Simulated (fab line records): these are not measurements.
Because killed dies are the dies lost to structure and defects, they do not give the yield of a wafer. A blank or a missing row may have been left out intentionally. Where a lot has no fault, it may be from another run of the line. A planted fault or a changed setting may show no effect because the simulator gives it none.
Comparing a struck lot with a sound one ; flow nandHarc ; 14 steps out of a route of 1302
Sound: these wafers, L368.4, L368.5, L368.6. The struck wafers were L359.1, L359.2, L359.6. The cause is named last.
Per side, at each step with rows, come the tool, then ch with its chambers, and then its first start. Under that, the readings that differ: sound wafers ; struck wafers ; difference of the means ; sigmas: that difference in standard deviations of wafers without a fault.
alike: words and numbers the same on both sides, and readings whose means are apart by under 2 such deviations; not compared: readings that were withheld, readings missing a value for some wafer, numbers with overlapping values and no deviation given by the record, and bounds like >300 which may hide the same value.
Wherever a step has rows on one side only, a row that says differs or no value, or a row with sigmas, the two part there. Numbers that don't overlap but have no deviation are shown without sigmas and don't part them. A reading missing from all wafers of one side parts the sides only when that side holds two or more wafers.

first, 4 steps without rows for these wafers: NHARC_P_GATE_EBR_07; NHARC_P_GATE_EXPOSE_08 (exposes mask P HV); NHARC_P_GATE_PEB_09 (peb time 85 s); NHARC_P_GATE_DEVELOP_10 (time 70 s).
NHARC_P_GATE_CD_MEAS_11: target cd 1640 nm.
  sound on cdSem-02 ch 0, day 11 05:27; struck on cdSem-02 ch 0, day 7 09:22
  alike: cdNm
then, 1 step without rows for these wafers: NHARC_P_GATE_HARDBAKE_12 (time 80 s).
NHARC_P_GATE_DESCUM_13: chemistry O2, time 3 s.
  sound on rieDiel-08 ch 0,1, day 11 05:37; struck on rieDiel-08 ch 1,2,3, day 7 09:33
  alike: drypumpMotorCurrentA, oesProductAu, rfVppV, showerheadPlenumPTorr, throttleValvePct
  not compared: rfHoursCounterH
then, 5 steps without rows for these wafers: NHARC_P_GATE_ETCH_14 (etches SiO2 in dHF, target depth 48.8 nm); NHARC_P_GATE_STRIP_15 (strips in SPM, time 780 s); NHARC_P_GATE_PRECLEAN_71 (cleans in SC1); NHARC_P_GATE_SRD_72; NHARC_P_GATE_OXIDE_16 (material SiO2, target thk 3 nm, ox time 392 s).
NHARC_P_GATE_CVD_17: deposits poly-Si, target thk 150 nm, time 900 s.
  sound on lpcvdPoly-04 ch 0, day 11 15:48; struck on lpcvdPoly-04 ch 0, day 7 22:07
  alike: spikeTcUpperC
NHARC_P_GATE_HM_DEP_102: deposits aC, target thk 120 nm.
  sound on aclDep-02 ch 0, day 11 20:23; struck on aclDep-03 ch 0, day 8 01:44
  alike: susceptorTempC, throttleValvePct

WHERE THEY PART
Nowhere in this record.

WHY: what had been put in by the simulator
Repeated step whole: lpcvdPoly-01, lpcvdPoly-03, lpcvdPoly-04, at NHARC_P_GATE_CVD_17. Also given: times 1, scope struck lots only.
